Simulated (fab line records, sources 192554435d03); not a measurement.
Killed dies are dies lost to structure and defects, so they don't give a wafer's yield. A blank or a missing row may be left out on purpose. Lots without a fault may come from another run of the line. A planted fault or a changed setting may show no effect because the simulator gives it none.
Chamber matching | flow n5_finfet | N5_BEOL_M0_SAQP_PECVD_00 on pecvd-04: 3 sister chambers
The step deposits SiCN from 3MS/NH3, target thk 8 nm, time 14 s. 6 wafers are shown with their chamber, then 12 later ones without.

WAFERS WITH THEIR CHAMBER
wafer  | chamber | throttle_valve_pct (%) | showerhead_plenum_p_Torr (Torr)
L083.5 | 1       | 10.2                   | 3.661
L086.4 | 2       | 8.8                    | 3.647
L086.5 | 0       | 9.3                    | 3.668
L088.1 | 2       | 8.9                    | 3.654
L088.3 | 0       | 9.6                    | 3.654
L088.6 | 1       | 10.0                   | 3.653

WAFERS WITHOUT THEIR CHAMBER
wafer  | throttle_valve_pct (%) | showerhead_plenum_p_Torr (Torr)
L089.3 | 10.4                   | 3.659
L089.4 | 8.7                    | 3.645
L089.6 | 10.0                   | 3.663
L090.4 | 8.8                    | 3.645
L090.5 | 8.8                    | 3.635
L090.6 | 10.3                   | 3.664
L095.1 | 8.8                    | 3.644
L095.3 | 9.8                    | 3.666
L095.5 | 10.1                   | 3.655
L097.2 | 10.0                   | 3.651
L097.3 | 9.3                    | 3.665
L097.4 | 8.9                    | 3.640

WHICH CHAMBER EACH WENT THROUGH
wafer  | from the rows above     | in truth
L089.3 | 1                       | 1
L089.4 | 2                       | 2
L089.6 | 1                       | 1
L090.4 | 2                       | 2
L090.5 | 2                       | 2
L090.6 | 1                       | 1
L095.1 | 2                       | 2
L095.3 | can't be placed: 1 or 0 | 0
L095.5 | 1                       | 1
L097.2 | 1                       | 1
L097.3 | 0                       | 0
L097.4 | 2                       | 2
Placed correctly: 11 of 12. Can't be placed from these rows: 1 (the true chamber is among the candidates in 1). Placed wrongly: 0.
How it was worked out, from the rows above alone: a wafer's distance from a chamber is the root of the sum, over the readings, of the square of ((its reading less the chamber's mean) divided by the reading's scatter). The wafer belongs to the nearest chamber; if the next one is less than 2 further off, it can't be placed. A chamber's mean is the mean of its shown wafers. The scatter: the root of (the sum of the squares of (reading less its chamber's mean) over the shown wafers, divided by (wafers less chambers)).
